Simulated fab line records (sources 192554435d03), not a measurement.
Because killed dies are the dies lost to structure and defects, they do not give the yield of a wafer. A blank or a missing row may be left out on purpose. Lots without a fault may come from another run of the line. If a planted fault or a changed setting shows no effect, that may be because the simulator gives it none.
Matching of chambers :: flow n5_finfet :: N5_HKMG_FIN_ETCH_35 on rie_diel-02: 4 sister chambers
The step etches SOC in N2/H2, target depth 215.8 nm, time 243.4 s. 4 wafers are shown with their chamber, then 8 later ones without.

WAFERS WITH THEIR CHAMBER
wafer: L078.2
chamber: 0
showerhead_plenum_p_Torr (Torr): 2.71

wafer: L088.1
chamber: 2
showerhead_plenum_p_Torr (Torr): 2.51

wafer: L088.5
chamber: 1
showerhead_plenum_p_Torr (Torr): 2.68

wafer: L089.1
chamber: 3
showerhead_plenum_p_Torr (Torr): 2.64

WAFERS WITH NO CHAMBER GIVEN
wafer: L089.2
showerhead_plenum_p_Torr (Torr): 2.68

wafer: L089.5
showerhead_plenum_p_Torr (Torr): 2.68

wafer: L090.1
showerhead_plenum_p_Torr (Torr): 2.68

wafer: L090.4
showerhead_plenum_p_Torr (Torr): 2.64

wafer: L090.5
showerhead_plenum_p_Torr (Torr): 2.70

wafer: L091.3
showerhead_plenum_p_Torr (Torr): 2.64

wafer: L091.4
showerhead_plenum_p_Torr (Torr): 2.70

wafer: L091.5
showerhead_plenum_p_Torr (Torr): 2.51

WHICH CHAMBER EACH WENT THROUGH
wafer: L089.2
from the rows above: 1
in truth: 1

wafer: L089.5
from the rows above: 1
in truth: 1

wafer: L090.1
from the rows above: 1
in truth: 1

wafer: L090.4
from the rows above: 3
in truth: 3

wafer: L090.5
from the rows above: 0
in truth: 0

wafer: L091.3
from the rows above: 3
in truth: 3

wafer: L091.4
from the rows above: 0
in truth: 0

wafer: L091.5
from the rows above: 2
in truth: 2
8 of 8 placed correctly. Can't be placed from these rows: 0. Placed wrongly: 0.
How it was worked out, from the rows above alone: a wafer's distance from a chamber is the root of the sum, over the readings, of the square of ((its reading less the chamber's mean) divided by the reading's scatter). The wafer belongs to the nearest chamber; if the next one is less than 2 further off, it can't be placed. For every chamber, the mean is computed from those of its wafers that are shown. The scatter: with one shown wafer a chamber, the root of the mean of the squares of how far each hidden wafer lies from its nearest shown one.
